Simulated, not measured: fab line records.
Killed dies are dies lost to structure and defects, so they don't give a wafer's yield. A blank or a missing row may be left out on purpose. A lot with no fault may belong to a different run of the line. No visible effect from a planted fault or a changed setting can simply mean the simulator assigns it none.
8D (eight disciplines) problem report, filled in by code -- flow n5-finfet -- the parts of the form that need people (team, actions taken, sign-off) are left out

1. WHAT WENT WRONG
Wafers with no fault read 13 with a standard deviation of 6, whereas killed_at_M4_up at N5_PASSIVATION_PROBE_49 reads a mean of 113 on 1 wafer of 1 lot. Relative to the usual mean, that is a shift of +17 standard deviations.
Seen first at day 17 19:16 on prober-02, wafer L112.6. The record has a number at this step for 6 wafers belonging to 2 lots. The rule behind "out" and "out of limits": a value lying over 4 standard deviations away from the usual mean. The other wafers with a number count as sound.

2. WHAT IT IS, AND WHAT IT ISN'T
question,is,is not
which readings at this step,"killed_at_M4_up, defect-limited-yield, killed-dies, sort_bin_5_function, sort-n-pass, sort-yield-pct","killed_at_M0_to_M3, killed-at-contacts, killed-at-front-end, killed-at-other, killed-open, killed-short, sort_bin_6_memory"
which lots,L112,L103
which wafers of those lots,L112.6,"L112.4, L112.5"
read on which tools,prober-02,-
when,from day 17 19:16,up to then (5 sound wafers)

3. WHAT RULES OUT EACH SUSPECT
Counting: any tool at a process step up to the reading remains a suspect provided it ran every lot that is out. Sound lots after the first of them don't rule it out here, since some wafers of a struck lot are sound.
- rie-diel-06 at N5_BEOL_M4_VIA_ETCH_34 (etches the open film in C4F6/O2, target depth 69.4 nm, time 65.9 s): kept. The lot that is out, L112, ran on it at day 13 08:09; the last sound lot it ran before that was L103, at day 10 18:10.
- rie-diel-04 at N5_PASSIVATION_PASS_ETCH_74 (etches SiNx in CF4/O2, target depth 220 nm, time 110 s): kept. It ran the lot that is out, L112 (day 17 12:20).
- prober-02 at N5_PASSIVATION_PROBE_49: kept. The lot that is out, L112, ran on it at day 17 19:10; the last sound lot it ran before that was L103, at day 15 13:22. On those wafers its own readings are out: defect-limited-yield, killed_at_M4_up, killed-dies, sort_bin_5_function, sort-n-pass, sort-yield-pct.
- The sound lot-mates ran in chamber 3 of rie-diel-06 at N5_BEOL_M4_VIA_ETCH_34, but the wafers that are out ran in chamber 0.
After the count, these remain: rie-diel-06 at N5_BEOL_M4_VIA_ETCH_34, rie-diel-04 at N5_PASSIVATION_PASS_ETCH_74 and prober-02 at N5_PASSIVATION_PROBE_49.

4. THE CAUSE (what the simulator had put in)
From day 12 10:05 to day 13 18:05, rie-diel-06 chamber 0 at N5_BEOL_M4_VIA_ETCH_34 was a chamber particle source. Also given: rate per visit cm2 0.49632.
This tool is one of the 3 suspects left after counting.

5. THE CHAIN OF EFFECTS, in route order
Rows list readings where the struck wafers' mean (over those with a number) sits beyond 3 standard deviations from the usual. Only readings whose record carries a usual standard deviation are examined. hours: median over the lots of the time between each lot's start at the first step of this table that gives one and its start at this step. sigmas: the change, counted in usual standard deviations.
hours,step,reading,usual,on struck wafers,change,sigmas
0,N5_PASSIVATION_PROBE_49,defect-limited-yield,91.2 %,83.6,-7.6,-5.1
0,N5_PASSIVATION_PROBE_49,killed_at_M4_up,13,113,+100,+17
0,N5_PASSIVATION_PROBE_49,killed-dies,104,193,+89,+5.2
0,N5_PASSIVATION_PROBE_49,sort_bin_5_function,5.1 %,10.5,+5.4,+5.9
0,N5_PASSIVATION_PROBE_49,sort-n-pass,1076,987,-89,-5.2
0,N5_PASSIVATION_PROBE_49,sort-yield-pct,91.2 %,83.6,-7.6,-5.1
Its process steps:
- N5_PASSIVATION_PROBE_49

6. WHAT WOULD HAVE CAUGHT IT SOONER
First out-of-limits reading in this record: day 17 19:16, which is 129 hours after fault onset at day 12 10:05.
No tool reading at N5_BEOL_M4_VIA_ETCH_34 that has a usual standard deviation in the record was out on any struck wafer, so an alarm limit of 4 standard deviations on those readings would not have fired.
By day 17 19:16, every lot that is out (1) had started N5_BEOL_M4_VIA_ETCH_34 on rie-diel-06. Had the tool been put on hold then, not one of them would have been saved.
